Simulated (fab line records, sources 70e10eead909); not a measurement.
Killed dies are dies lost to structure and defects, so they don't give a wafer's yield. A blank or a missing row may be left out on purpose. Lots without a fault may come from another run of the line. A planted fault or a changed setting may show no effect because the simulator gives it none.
Tool commonality check | flow nand_harc | 11 lots, 39 wafers sampled

WHY IT WAS OPENED
At NHARC_P_GATE_CD_MEAS_46 the reading cd_nm is flagged on 2 of 11 lots. Wafers without a fault read 720.3 nm, standard deviation 2.2.
Rule: a lot is flagged when every wafer of it that has a number lies more than 4 standard deviations from that mean, or none has a number. The other lots count as sound.

lot  | measured     | on        | cd_nm (nm), wafer by wafer          | flag
L301 | day 6 14:25  | cd_sem-03 | 720.1 717.3 715.4                   |
L302 | day 7 02:05  | cd_sem-02 | 723.8 724.2 723.3                   |
L303 | day 7 13:34  | cd_sem-03 | 718.0 720.7 720.3                   |
L304 | day 7 23:52  | cd_sem-03 | 722.2 720.9 719.0                   |
L305 | day 8 15:38  | cd_sem-02 | 722.5 723.0 720.7                   |
L306 | day 8 17:46  | cd_sem-03 | 717.5 718.4 716.1                   |
L308 | day 9 16:02  | cd_sem-02 | 767.2 768.3 767.0 767.1 768.2 767.3 | FLAGGED
L309 | day 10 04:03 | cd_sem-01 | 766.2 767.2 767.4 766.1 767.1 767.2 | FLAGGED
L311 | day 10 20:35 | cd_sem-01 | 724.7 727.5 724.0                   |
L317 | day 13 09:14 | cd_sem-03 | 722.4 722.0 722.0                   |
L318 | day 13 20:35 | cd_sem-02 | 718.7 719.0 719.8                   |
The numbers of the flagged lots are 767.2 nm on average: +46.9 nm against the usual, or +21 standard deviations.

WHICH TOOL RAN EACH LOT
The record holds 2 process steps before the reading, out of a route of 1302 steps. In each cell: the tool, then ch and the chambers that the sampled wafers went through, then the start.
lot  | flag    | NHARC_P_STI_ETCH_31                           | NHARC_P_GATE_EXPOSE_43
L301 |         | rie_diel-03 ch 0,2,3, day 6 02:37 or earlier  | krf_scanner-04 ch 0, day 6 14:16
L302 |         | rie_diel-03 ch 0,2,3, day 6 14:17 or earlier  | krf_scanner-02 ch 0, day 7 01:56
L303 |         | rie_diel-03 ch 0,1, day 7 01:38 or earlier    | krf_scanner-03 ch 0, day 7 13:25
L304 |         | rie_diel-13 ch 0,1,2, day 7 09:58 or earlier  | krf_scanner-04 ch 0, day 7 23:42
L305 |         | rie_diel-03 ch 0,2, day 8 03:28 or earlier    | krf_scanner-02 ch 0, day 8 15:29
L306 |         | rie_diel-13 ch 0,1,3, day 8 06:04 or earlier  | krf_scanner-02 ch 0, day 8 17:37
L308 | FLAGGED | rie_diel-10 ch 1,2, day 9 04:11 or earlier    | krf_scanner-02 ch 0, day 9 15:53
L309 | FLAGGED | rie_diel-13 ch 0,1, day 9 16:10 or earlier    | krf_scanner-02 ch 0, day 10 03:54
L311 |         | rie_diel-10 ch 0,1,2, day 10 08:37 or earlier | krf_scanner-04 ch 0, day 10 20:25
L317 |         | rie_diel-13 ch 2,3, day 12 20:56 or earlier   | krf_scanner-04 ch 0, day 13 09:05
L318 |         | rie_diel-13 ch 0,1, day 13 08:43 or earlier   | krf_scanner-04 ch 0, day 13 20:26
What these steps do:
- NHARC_P_STI_ETCH_31: etches the open film in CF4/CHF3, target depth 108.9 nm, time 54.5 s.
- NHARC_P_GATE_EXPOSE_43: exposes mask P NSD, target cd 720 nm.
- NHARC_P_GATE_CD_MEAS_46: target cd 720 nm.

FLAGGED OVER TOTAL, TOOL BY TOOL (the gauges that took the reading come last)
step                    | tool           | lots run | flagged | share of the flagged lots | sound lots run after its first flagged lot
NHARC_P_STI_ETCH_31     | rie_diel-03    | 4        | 0       | none                      | -
NHARC_P_STI_ETCH_31     | rie_diel-10    | 2        | 1       | some                      | 1 (L311)
NHARC_P_STI_ETCH_31     | rie_diel-13    | 5        | 1       | some                      | 2 (L317,L318)
NHARC_P_GATE_EXPOSE_43  | krf_scanner-02 | 5        | 2       | all                       | 0
NHARC_P_GATE_EXPOSE_43  | krf_scanner-03 | 1        | 0       | none                      | -
NHARC_P_GATE_EXPOSE_43  | krf_scanner-04 | 5        | 0       | none                      | -
NHARC_P_GATE_CD_MEAS_46 | cd_sem-01      | 2        | 1       | some                      | 1 (L311)
NHARC_P_GATE_CD_MEAS_46 | cd_sem-02      | 4        | 1       | some                      | 1 (L318)
NHARC_P_GATE_CD_MEAS_46 | cd_sem-03      | 5        | 0       | none                      | -
NHARC_P_STI_ETCH_31 gives no start for some lots, so the hours and the order of its lots are those of NHARC_P_GATE_OVL_MEAS_27.

WHAT THE TABLE ALLOWS
1 row of the table ran every flagged lot: krf_scanner-02 at NHARC_P_GATE_EXPOSE_43.
- krf_scanner-02 at NHARC_P_GATE_EXPOSE_43: 2 of its 5 lots flagged. Its last sound lot is L306 (day 8 17:37), its first flagged lot L308 (day 9 15:53): a fault that began between those two fits. Its own readings lie more than 4 standard deviations out on every wafer of the flagged lots: exposure_dose_mJ_cm2.
One tool is left: krf_scanner-02 at NHARC_P_GATE_EXPOSE_43.

WHAT THE SIMULATOR HAD PUT IN
Process parameter drift: krf_scanner-02, from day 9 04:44 on, at NHARC_P_GATE_EXPOSE_43. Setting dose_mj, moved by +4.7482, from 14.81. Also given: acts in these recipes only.
Lots struck among those shown: L308, L309. The rule above found the same.
